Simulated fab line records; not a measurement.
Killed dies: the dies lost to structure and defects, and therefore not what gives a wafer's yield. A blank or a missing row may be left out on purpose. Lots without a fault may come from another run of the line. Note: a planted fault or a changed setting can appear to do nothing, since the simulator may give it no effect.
Chamber matching | flow n5-finfet | cmp-02 running N5_GATE_CUT_CMP_02: 4 sister chambers
The step polishes, stops on SiO2, t overpolish 12.7 s, target thk 0 nm. 4 wafers are shown with their chamber, then 7 later ones without.

== WAFERS PAIRED WITH THEIR CHAMBERS ==
wafer  | chamber | motor-current-A (A)
L089.4 | 1       | 9.6
L091.3 | 3       | 8.3
L096.2 | 0       | 10.7
L096.3 | 2       | 10.5

== WAFERS MISSING THEIR CHAMBER ==
wafer  | motor-current-A (A)
L096.5 | 8.8
L097.1 | 10.1
L097.2 | 10.2
L097.3 | 8.5
L097.4 | 10.7
L097.5 | 8.6
L097.6 | 10.6

== CHAMBER TAKEN BY EACH ==
wafer  | from the rows above          | in truth
L096.5 | can't be placed: 3 or 1      | 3
L097.1 | can't be placed: 2 or 1 or 0 | 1
L097.2 | can't be placed: 2 or 0 or 1 | 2
L097.3 | 3                            | 3
L097.4 | can't be placed: 0 or 2      | 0
L097.5 | 3                            | 3
L097.6 | can't be placed: 0 or 2      | 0
2 of 7 placed correctly. These rows do not allow placing 5 (true chamber among the candidates in 5). 0 placed wrongly.
How it was worked out, from the rows above alone: a wafer's distance from a chamber is the root of the sum, over the readings, of the square of ((its reading less the chamber's mean) divided by the reading's scatter). The wafer belongs to the nearest chamber; if the next one is less than 2 further off, it can't be placed. For every chamber, the mean is computed from those of its wafers that are shown. The scatter: root of mean squared gap, hidden wafer to nearest shown wafer, with one shown wafer a chamber.
